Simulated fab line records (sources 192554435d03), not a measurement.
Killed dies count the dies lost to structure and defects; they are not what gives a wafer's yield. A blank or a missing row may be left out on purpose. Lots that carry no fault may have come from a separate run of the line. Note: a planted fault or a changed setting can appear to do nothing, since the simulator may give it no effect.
fab line records    flow n5Finfet    part 1 of 2: steps 1 to 21 of 31
record: lots: 5  wafers: 15  lastDay: 18
route steps=1938 shown BEOL_M15@1792
lots with no fault: from the same line, run without faults
startH: start of the lot's first displayed wafer, in hours after the record's first day    waitH: hours elapsed since this lot's preceding step    " the same as in the row above    L1.1+2: a single row standing in for several wafers    - either no value or no given start    * or withheld: withheld    < > ~ a bound
route shown NAME@n: NAME is a module with steps in the file, n the number in the route of the first one    usual: mean/standard deviation taken from wafers without a fault    same: alike in all rows    chamber/n: place in a boat    sites: each site's reading    _std_site: how widely they spread, as a standard deviation    _edge_site: outer sites' mean less inner sites'    radiusMm: for every site, how far away it sits from the centre of the wafer    mask NAME#n: copy n    behind: tool/chamber where the wafer was last shaped    hold: reason for holding the lot/hours on hold/outcome of the hold    device: the n, p or np transistor that did not switch    end of line: tests run on the same wafers once the route is complete    for a step that has no rows: nothing shown but its recipe    killed: at the first sort, the dies lost to defects and structure; wafer yield is something else    map: shows each die of a wafer: x if killed, . if not, _ if none is there
set.NAME: setting as actually run; set.NAME@STEP: the setting as run at that earlier step    model.NAME: the simulator's own value behind a step, which no gauge read
a table for each step, a row for each wafer; lots at some steps of the route
services: a tool's chamber out of use, with start hour (startH, from the record's first day; less than 0 if before it), hours out, and reason
== steps ==
step: N5_BEOL_M15_SRD_66
recipe: timeS: 30  tempC: 23  rinseLiquid: diw  dry: n2Spin  spinRpm: 1500  dryTimeS: 30
lot.wafer   tool         chamber  startH  waitH
L081.1+2+4  wetBench-02  7,4,1    301.75  0.0
L086.2+4+6  wetBench-06  0,7,3    340.77  0.0
L087.2+5+6  wetBench-02  1,2,3    352.58  0.0
L091.2+4+5  wetBench-05  2,6,4    357.52  0.0
L096.2+4+5  wetBench-02  2,3,5    416.95  0.0
step: N5_BEOL_M15_CD_MEAS_17
recipe: targetCdNm: 360  polarity: opening
usual: cdNm: 362.8/2.1
lot.wafer  tool      chamber  startH  waitH  cdNm
L081.1     cdSem-02  -        301.79  0.0    362.1
L081.2     "         -        "       "      360.4
L081.4     "         -        "       "      360.2
L086.2     cdSem-01  -        340.81  0.0    361.1
L086.4     "         -        "       "      365.2
L086.6     "         -        "       "      366.5
L087.2     cdSem-01  -        352.62  0.0    361.0
L087.5     "         -        "       "      362.2
L087.6     "         -        "       "      361.1
L091.2     cdSem-02  -        357.56  0.0    363.5
L091.4     "         -        "       "      360.8
L091.5     "         -        "       "      365.7
L096.2     cdSem-02  -        416.99  0.0    363.2
L096.4     "         -        "       "      365.0
L096.5     "         -        "       "      363.8
step: N5_BEOL_M15_COAT_56
recipe: resist: SOC  tempC: 250  timeS: 60  spinRpm: 1500  resistThkNm: 550
usual: dispensePressureKPa: 44/3.9
lot.wafer  tool           chamber  startH  waitH  dispensePressureKPa
L081.1     lithoTrack-02  0        301.83  0.0    52
L081.2     "              0        "       "      52
L081.4     "              0        "       "      52
L086.2     lithoTrack-03  0        340.85  0.0    42
L086.4     "              0        "       "      42
L086.6     "              0        "       "      42
L087.2     lithoTrack-02  0        352.66  0.0    52
L087.5     "              0        "       "      52
L087.6     "              0        "       "      52
L091.2     lithoTrack-01  0        357.61  0.0    43
L091.4     "              0        "       "      43
L091.5     "              0        "       "      43
L096.2     lithoTrack-01  0        417.03  0.0    43
L096.4     "              0        "       "      43
L096.5     "              0        "       "      43
step: N5_BEOL_M15_ETCH_57
recipe: chemistry: N2/H2  target: SOC  sourceW: 3000  biasW: 350  timeS: 750  ionEnergyEv: 200  pressureMtorr: 30  n2FlowSccm: 200  h2FlowSccm: 200
usual: drypumpMotorCurrentA: 5.7/0.38  oesProductAu: 0.82/0.1  rfVppV: 524.8/2  showerheadPlenumPTorr: 2.58/0.072  throttleValvePct: 17.70/0.25
lot.wafer  tool        chamber  startH  waitH  drypumpMotorCurrentA  oesProductAu  rfHoursCounterH  rfVppV  showerheadPlenumPTorr  throttleValvePct
L081.1     rieDiel-03  0        301.89  -      5.3                   0.76          185              526.9   2.65                   17.91
L081.2     "           3        "       "      5.5                   0.71          236              522.5   2.52                   18.08
L081.4     "           1        "       "      5.5                   0.92          18               522.1   2.48                   17.38
L086.2     rieDiel-03  2        340.91  -      5.8                   0.88          39               522.8   2.47                   17.51
L086.4     "           1        "       "      5.5                   0.91          30               522.6   2.47                   17.39
L086.6     "           3        "       "      5.5                   0.70          -                524.2   2.51                   18.10
L087.2     rieDiel-02  3        353.06  -      5.6                   0.93          23               524.7   2.59                   17.34
L087.5     "           3        "       "      5.6                   0.92          -                526.1   2.59                   17.33
L087.6     "           2        "       "      5.1                   0.70          -                525.2   2.62                   18.04
L091.2     rieDiel-03  1        357.73  -      5.6                   0.90          30               521.2   2.47                   17.38
L091.4     "           2        "       "      5.8                   0.88          40               523.2   2.47                   17.50
L091.5     "           0        "       "      5.3                   0.74          -                526.4   2.64                   17.95
L096.2     rieDiel-06  3        417.26  -      5.7                   0.85          49               524.9   2.60                   17.66
L096.4     "           1        "       "      5.8                   0.91          26               523.6   2.59                   17.46
L096.5     "           3        "       "      5.7                   0.85          -                525.2   2.60                   17.65
step: N5_BEOL_M15_COAT_60
recipe: resist: BARC  tempC: 205  timeS: 60  spinRpm: 1500  resistThkNm: 89
usual: dispensePressureKPa: 44/3.9
lot.wafer  tool           chamber  startH  waitH  dispensePressureKPa
L081.1     lithoTrack-01  0        302.39  0.3    43
L081.2     "              0        "       "      43
L081.4     "              0        "       "      43
L086.2     lithoTrack-02  0        341.41  0.3    52
L086.4     "              0        "       "      52
L086.6     "              0        "       "      52
L087.2     lithoTrack-02  0        353.57  0.3    52
L087.5     "              0        "       "      52
L087.6     "              0        "       "      52
L091.2     lithoTrack-01  0        358.23  0.3    43
L091.4     "              0        "       "      43
L091.5     "              0        "       "      43
L096.2     lithoTrack-02  0        417.77  0.3    52
L096.4     "              0        "       "      52
L096.5     "              0        "       "      52
step: N5_BEOL_M15_COAT_22
recipe: spinRpm: 1704  resistThkNm: 800
usual: dispensePressureKPa: 44/3.9
lot.wafer  tool           chamber  startH  waitH  dispensePressureKPa
L081.1     lithoTrack-01  0        -       -      43
L081.2     "              0        "       "      43
L081.4     "              0        "       "      43
L086.2     lithoTrack-02  0        -       -      52
L086.4     "              0        "       "      52
L086.6     "              0        "       "      52
L087.2     lithoTrack-02  0        -       -      52
L087.5     "              0        "       "      52
L087.6     "              0        "       "      52
L091.2     lithoTrack-01  0        -       -      43
L091.4     "              0        "       "      43
L091.5     "              0        "       "      43
L096.2     lithoTrack-02  0        -       -      52
L096.4     "              0        "       "      52
L096.5     "              0        "       "      52
step: N5_BEOL_M15_EBR_24
recipe: solvent: PGMEA  ebrWidthMm: 1.5
same: ebrWidthMm: 1.5
lot.wafer   tool           chamber  startH  waitH
L081.1+2+4  lithoTrack-01  0        -       -
L086.2+4+6  lithoTrack-02  0        -       -
L087.2+5+6  lithoTrack-02  0        -       -
L091.2+4+5  lithoTrack-01  0        -       -
L096.2+4+5  lithoTrack-02  0        -       -
step: N5_BEOL_M15_SOFTBAKE_23
recipe: tempC: 130  timeS: 60
lot.wafer   tool           chamber  startH  waitH
L081.1+2+4  lithoTrack-01  0        -       -
L086.2+4+6  lithoTrack-02  0        -       -
L087.2+5+6  lithoTrack-02  0        -       -
L091.2+4+5  lithoTrack-01  0        -       -
L096.2+4+5  lithoTrack-02  0        -       -
step: N5_BEOL_M15_EXPOSE_25
recipe: maskId: M15  na: 0.8  sourceShape: annular  sigmaInner: 0.5  sigmaOuter: 0.8  polarization: unpolarized  targetCdNm: 400  doseMj: 35.5
same: na: 0.8
lot.wafer   tool           chamber  startH  waitH  mask
L081.1+2+4  krfScanner-01  0        302.49  -      M15#0
L086.2+4+6  krfScanner-02  0        341.64  -      M15#0
L087.2+5+6  krfScanner-02  0        353.67  -      M15#0
L091.2+4+5  krfScanner-02  0        358.34  -      M15#0
L096.2+4+5  krfScanner-02  0        417.87  -      M15#0
step: N5_BEOL_M15_PEB_26
recipe: pebTempC: 130  pebTimeS: 90
lot.wafer   tool           chamber  startH  waitH
L081.1+2+4  lithoTrack-01  0        302.55  0.1
L086.2+4+6  lithoTrack-03  0        341.69  0.0
L087.2+5+6  lithoTrack-03  0        353.73  0.0
L091.2+4+5  lithoTrack-03  0        358.39  0.0
L096.2+4+5  lithoTrack-01  0        417.92  0.0
step: N5_BEOL_M15_DEVELOP_27
recipe: developTimeS: 45  rinseLiquid: diw  dry: airSpin  devTempC: 21
lot.wafer   tool           chamber  startH  waitH
L081.1+2+4  lithoTrack-01  0        -       -
L086.2+4+6  lithoTrack-03  0        -       -
L087.2+5+6  lithoTrack-03  0        -       -
L091.2+4+5  lithoTrack-03  0        -       -
L096.2+4+5  lithoTrack-01  0        -       -
step: N5_BEOL_M15_HARDBAKE_32
recipe: tempC: 130  timeS: 120
lot.wafer   tool           chamber  startH  waitH
L081.1+2+4  lithoTrack-01  0        -       -
L086.2+4+6  lithoTrack-03  0        -       -
L087.2+5+6  lithoTrack-03  0        -       -
L091.2+4+5  lithoTrack-03  0        -       -
L096.2+4+5  lithoTrack-01  0        -       -
step: N5_BEOL_M15_CD_MEAS_28
recipe: targetCdNm: 407.6  landingEnergyEv: 500  detector: seInlens
usual: cdNm: 407.8/1.8
lot.wafer  tool      chamber  startH  waitH  cdNm
L081.1     cdSem-03  0        302.66  -      408.2
L081.2     "         0        "       "      407.0
L081.4     "         0        "       "      407.3
L086.2     cdSem-03  0        341.81  -      406.4
L086.4     "         0        "       "      406.3
L086.6     "         0        "       "      403.2
L087.2     cdSem-01  0        353.84  -      408.8
L087.5     "         0        "       "      406.2
L087.6     "         0        "       "      407.5
L091.2     cdSem-02  0        358.51  -      405.7
L091.4     "         0        "       "      404.9
L091.5     "         0        "       "      405.2
L096.2     cdSem-03  0        418.04  -      407.7
L096.4     "         0        "       "      406.6
L096.5     "         0        "       "      407.7
step: N5_BEOL_M15_OVL_MEAS_29
recipe: pointsPerWafer: 44
usual: M15_OVL: 2/4.8
lot.wafer  tool        chamber  startH  waitH  M15_OVL[nm]
L081.1     overlay-02  0        302.69  0.0    -4
L081.2     "           0        "       "      0
L081.4     "           0        "       "      -5
L086.2     overlay-01  0        341.84  0.0    9
L086.4     "           0        "       "      11
L086.6     "           0        "       "      9
L087.2     overlay-01  0        353.87  0.0    6
L087.5     "           0        "       "      7
L087.6     "           0        "       "      1
L091.2     overlay-02  0        358.54  0.0    5
L091.4     "           0        "       "      3
L091.5     "           0        "       "      3
L096.2     overlay-01  0        418.07  0.0    3
L096.4     "           0        "       "      11
L096.5     "           0        "       "      8
step: N5_BEOL_M15_INSPECT_30
recipe: mode: adi  inspectInstrument: macro
usual: rawDefectCount: 1.9/1.4
lot.wafer  tool              chamber  startH  waitH  rawDefectCount
L081.1     defectInspect-01  -        302.72  0.0    2
L081.2     "                 -        "       "      1
L081.4     "                 -        "       "      1
L086.2     defectInspect-02  -        341.86  0.0    2
L086.4     "                 -        "       "      2
L086.6     "                 -        "       "      2
L087.2     defectInspect-01  -        353.89  0.0    4
L087.5     "                 -        "       "      3
L087.6     "                 -        "       "      2
L091.2     defectInspect-01  -        358.56  0.0    3
L091.4     "                 -        "       "      2
L091.5     "                 -        "       "      1
L096.2     defectInspect-02  -        418.09  0.0    1
L096.4     "                 -        "       "      2
L096.5     "                 -        "       "      1
step: N5_BEOL_M15_DESCUM_33
recipe: chemistry: O2  timeS: 7.9  sourcePowerW: 50  biasPowerW: 20  pressureMtorr: 20  rfFrequencyHz: 2.712e+07  tempC: 40  o2FlowSccm: 225
usual: biasPowerW: 20.00/0.064  drypumpMotorCurrentA: 5.7/0.4  oesProductAu: 0.82/0.1  rfVppV: 243.8/1.1  showerheadPlenumPTorr: 2.14/0.053  throttleValvePct: 20.37/0.29
lot.wafer  tool        chamber  startH  waitH  biasPowerW  drypumpMotorCurrentA  oesProductAu  rfHoursCounterH  rfVppV  showerheadPlenumPTorr  throttleValvePct
L081.1     rieDiel-02  0        302.76  0.0    19.96       6.6                   0.96          3                244.7   2.22                   20.10
L081.2     "           3        "       "      20.02       5.6                   0.98          7                243.1   2.15                   20.01
L081.4     "           2        "       "      20.04       5.1                   0.72          191              244.1   2.17                   20.79
L086.2     rieDiel-02  3        341.95  0.1    20.10       5.6                   0.95          18               243.7   2.15                   20.05
L086.4     "           1        "       "      19.98       6.0                   0.73          191              243.4   2.07                   20.02
L086.6     "           0        "       "      19.96       6.6                   0.92          -                244.9   2.22                   20.10
L087.2     rieDiel-06  2        356.03  2.1    20.17       6.1                   0.72          206              245.5   2.17                   20.80
L087.5     "           3        "       "      20.00       5.7                   0.88          -                241.1   2.13                   20.20
L087.6     "           2        "       "      20.08       6.1                   0.72          -                245.2   2.17                   20.82
L091.2     rieDiel-03  1        359.50  0.9    20.01       5.5                   0.89          31               241.9   2.02                   20.04
L091.4     "           0        "       "      19.97       5.3                   0.74          198              245.5   2.18                   20.56
L091.5     "           0        "       "      20.09       5.3                   0.74          -                244.0   2.18                   20.55
L096.2     rieDiel-02  0        418.12  0.0    19.89       6.6                   0.87          41               243.0   2.21                   20.14
L096.4     "           2        "       "      19.97       5.1                   0.69          227              245.5   2.16                   20.84
L096.5     "           3        "       "      20.01       5.6                   0.90          -                241.4   2.14                   20.05
step: N5_BEOL_M15_ETCH_61
recipe: chemistry: N2/H2  target: BARC  targetDepthA: 890  overetchA: 267  timeS: 67.9  ionEnergyEv: 200  pressureMtorr: 30  sourceW: 840  biasW: 150  n2FlowSccm: 200  h2FlowSccm: 200
usual: drypumpMotorCurrentA: 5.7/0.4  oesProductAu: 0.70/0.081  rfVppV: 525.2/1.8  showerheadPlenumPTorr: 2.59/0.063  throttleValvePct: 17.82/0.25
lot.wafer  tool        chamber  startH  waitH  drypumpMotorCurrentA  oesProductAu  rfHoursCounterH  rfVppV  showerheadPlenumPTorr  throttleValvePct
L081.1     rieDiel-02  0        302.79  0.0    6.5                   0.80          3                527.6   2.73                   17.70
L081.2     "           3        "       "      5.6                   0.82          7                524.6   2.59                   17.42
L081.4     "           2        "       "      5.1                   0.62          191              525.9   2.62                   18.10
L086.2     rieDiel-02  3        341.99  0.0    5.6                   0.79          18               525.6   2.59                   17.45
L086.4     "           1        "       "      6.0                   0.63          191              523.2   2.54                   17.67
L086.6     "           0        "       "      6.6                   0.78          -                528.7   2.73                   17.74
L087.2     rieDiel-06  2        356.07  0.0    6.1                   0.61          206              525.7   2.62                   18.14
L087.5     "           3        "       "      5.7                   0.76          -                525.3   2.61                   17.73
L087.6     "           2        "       "      6.1                   0.61          -                527.2   2.62                   18.13
L091.2     rieDiel-03  1        359.54  0.0    5.5                   0.76          31               523.5   2.47                   17.52
L091.4     "           0        "       "      5.3                   0.63          198              526.4   2.64                   18.06
L091.5     "           0        "       "      5.4                   0.63          -                525.4   2.64                   18.03
L096.2     rieDiel-02  0        418.16  0.0    6.6                   0.73          41               527.9   2.71                   17.79
L096.4     "           2        "       "      5.1                   0.60          227              526.9   2.61                   18.19
L096.5     "           3        "       "      5.6                   0.75          -                526.5   2.58                   17.49
step: N5_BEOL_M15_TRENCH_ETCH_34
recipe: chemistry: C4F8/O2/Ar  target: SiO2  targetDepthA: 8729.3  heInnerTorr: 15  heOuterTorr: 30  timeS: 199  ionEnergyEv: 800  pressureMtorr: 20  sourceW: 1905  biasW: 2040  Ar_flow_sccm: 400  C4F8_flow_sccm: 16  O2_flow_sccm: 12
usual: C4F8_flow_sccm: 16.00/0.048  drypumpMotorCurrentA: 5.7/0.4  oesProductAu: 0.82/0.1  rfVppV: 2215/35  showerheadPlenumPTorr: 3.50/0.076  throttleValvePct: 30.81/0.27
lot.wafer  tool        chamber  startH  waitH  C4F8_flow_sccm  drypumpMotorCurrentA  oesProductAu  rfHoursCounterH  rfVppV  showerheadPlenumPTorr  throttleValvePct
L081.1     rieDiel-02  0        302.85  0.0    15.99           6.6                   0.96          3                2207    3.64                   30.59
L081.2     "           3        "       "      15.97           5.6                   0.99          7                2242    3.51                   30.50
L081.4     "           2        "       "      16.01           5.1                   0.72          191              2220    3.56                   31.23
L086.2     rieDiel-02  3        342.04  0.0    15.96           5.6                   0.95          18               2241    3.51                   30.51
L086.4     "           1        "       "      15.94           6.0                   0.73          191              2255    3.40                   30.34
L086.6     "           0        "       "      15.97           6.6                   0.92          -                2206    3.64                   30.60
L087.2     rieDiel-06  2        356.12  0.0    15.98           6.1                   0.71          207              2235    3.54                   31.18
L087.5     "           3        "       "      15.91           5.7                   0.89          -                2154    3.51                   30.66
L087.6     "           2        "       "      15.93           6.1                   0.72          -                2234    3.54                   31.20
L091.2     rieDiel-03  1        359.59  0.0    15.91           5.5                   0.89          31               2209    3.40                   30.95
L091.4     "           0        "       "      15.96           5.3                   0.72          198              2206    3.55                   30.89
L091.5     "           0        "       "      15.99           5.3                   0.73          -                2207    3.55                   30.90
L096.2     rieDiel-02  0        418.21  0.0    15.91           6.6                   0.85          41               2204    3.62                   30.62
L096.4     "           2        "       "      16.02           5.1                   0.68          227              2219    3.54                   31.26
L096.5     "           3        "       "      16.02           5.6                   0.89          -                2240    3.49                   30.52
step: N5_BEOL_M15_STRIP_36
recipe: chemistry: O2  powerW: 600  tempC: 60  pressureMtorr: 30  rfFrequencyHz: 6e+07  biasPowerW: 0  overashFraction: 0.3  o2FlowSccm: 225
usual: drypumpMotorCurrentA: 5.7/0.39  oesProductAu: 0.82/0.1  rfVppV: 3.6/0.91  showerheadPlenumPTorr: 2.13/0.058  throttleValvePct: 16.60/0.29
same: biasPowerW: 0
lot.wafer  tool        chamber  startH  waitH  drypumpMotorCurrentA  oesProductAu  rfHoursCounterH  rfVppV  showerheadPlenumPTorr  throttleValvePct
L081.1     rieDiel-02  0        304.58  1.6    6.6                   0.95          4                3.2     2.23                   16.35
L081.2     "           3        "       "      5.6                   0.99          7                4.1     2.15                   16.21
L081.4     "           2        "       "      5.1                   0.74          191              2.2     2.18                   17.05
L086.2     rieDiel-02  0        347.99  5.8    6.6                   0.91          17               3.2     2.22                   16.36
L086.4     "           2        "       "      5.1                   0.72          204              4.0     2.17                   17.07
L086.6     "           2        "       "      5.1                   0.71          -                2.8     2.17                   17.09
L087.2     rieDiel-06  0        356.81  0.5    5.3                   0.81          116              2.8     2.12                   16.66
L087.5     "           2        "       "      6.1                   0.71          -                3.8     2.18                   17.06
L087.6     "           0        "       "      5.4                   0.79          -                2.7     2.12                   16.67
L091.2     rieDiel-02  1        364.21  4.4    6.0                   0.70          201              3.1     2.07                   16.34
L091.4     "           3        "       "      5.6                   0.92          27               3.2     2.15                   16.23
L091.5     "           2        "       "      5.1                   0.70          -                2.3     2.17                   17.09
L096.2     rieDiel-03  0        423.18  4.8    5.3                   0.74          221              4.0     2.18                   16.88
L096.4     "           2        "       "      5.8                   0.87          64               4.1     2.06                   16.64
L096.5     "           2        "       "      5.8                   0.86          -                4.4     2.06                   16.63
step: N5_BEOL_M15_STRIP_62
recipe: chemistry: O2  powerW: 600  tempC: 60  pressureMtorr: 30  rfFrequencyHz: 6e+07  biasPowerW: 0  overashFraction: 0.3  o2FlowSccm: 225
usual: drypumpMotorCurrentA: 5.7/0.39  oesProductAu: 0.82/0.098  rfVppV: 3.6/0.48  showerheadPlenumPTorr: 2.13/0.058  throttleValvePct: 16.60/0.29
same: biasPowerW: 0
lot.wafer  tool        chamber  startH  waitH  drypumpMotorCurrentA  oesProductAu  rfHoursCounterH  rfVppV  showerheadPlenumPTorr  throttleValvePct
L081.1     rieDiel-02  0        -       -      6.6                   0.96          4                4.0     2.23                   16.35
L081.2     "           3        "       "      5.6                   0.98          7                3.8     2.15                   16.22
L081.4     "           2        "       "      5.1                   0.73          191              3.4     2.18                   17.06
L086.2     rieDiel-02  0        -       -      6.5                   0.91          17               3.2     2.22                   16.37
L086.4     "           2        "       "      5.1                   0.70          204              2.8     2.17                   17.07
L086.6     "           2        "       "      5.1                   0.71          -                4.0     2.17                   17.09
L087.2     rieDiel-06  0        -       -      5.4                   0.80          116              3.2     2.12                   16.67
L087.5     "           2        "       "      6.1                   0.73          -                3.7     2.18                   17.02
L087.6     "           0        "       "      5.3                   0.79          -                3.5     2.12                   16.68
L091.2     rieDiel-02  1        -       -      6.0                   0.72          201              3.9     2.07                   16.35
L091.4     "           3        "       "      5.6                   0.93          27               3.2     2.15                   16.27
L091.5     "           2        "       "      5.1                   0.70          -                3.2     2.17                   17.06
L096.2     rieDiel-03  0        -       -      5.3                   0.73          221              3.3     2.18                   16.86
L096.4     "           2        "       "      5.8                   0.86          64               4.6     2.06                   16.65
L096.5     "           2        "       "      5.8                   0.85          -                3.4     2.06                   16.64
step: N5_BEOL_M15_STRIP_37
recipe: chemistry: O2  powerW: 600  tempC: 60  pressureMtorr: 30  rfFrequencyHz: 6e+07  biasPowerW: 0  overashFraction: 0.3  o2FlowSccm: 225
usual: drypumpMotorCurrentA: 5.7/0.39  oesProductAu: 0.82/0.1  rfVppV: 3.7/0.65  showerheadPlenumPTorr: 2.13/0.058  throttleValvePct: 16.60/0.29
same: biasPowerW: 0
lot.wafer  tool        chamber  startH  waitH  drypumpMotorCurrentA  oesProductAu  rfHoursCounterH  rfVppV  showerheadPlenumPTorr  throttleValvePct
L081.1     rieDiel-02  0        -       -      6.6                   0.97          4                3.7     2.23                   16.33
L081.2     "           3        "       "      5.5                   0.98          7                4.1     2.16                   16.21
L081.4     "           2        "       "      5.1                   0.72          191              4.1     2.18                   17.03
L086.2     rieDiel-02  0        -       -      6.6                   0.92          17               3.7     2.22                   16.37
L086.4     "           2        "       "      5.1                   0.71          204              3.8     2.17                   17.07
L086.6     "           2        "       "      5.1                   0.70          -                3.9     2.17                   17.08
L087.2     rieDiel-06  0        -       -      5.3                   0.79          116              3.2     2.12                   16.69
L087.5     "           2        "       "      6.1                   0.72          -                3.8     2.18                   17.01
L087.6     "           0        "       "      5.3                   0.79          -                4.4     2.12                   16.68
L091.2     rieDiel-02  1        -       -      6.0                   0.72          201              4.5     2.07                   16.36
L091.4     "           3        "       "      5.6                   0.93          27               3.4     2.15                   16.25
L091.5     "           2        "       "      5.1                   0.69          -                4.1     2.17                   17.10
L096.2     rieDiel-03  0        -       -      5.3                   0.72          221              3.1     2.18                   16.87
L096.4     "           2        "       "      5.8                   0.85          64               4.1     2.06                   16.65
L096.5     "           2        "       "      5.8                   0.84          -                3.4     2.06                   16.64
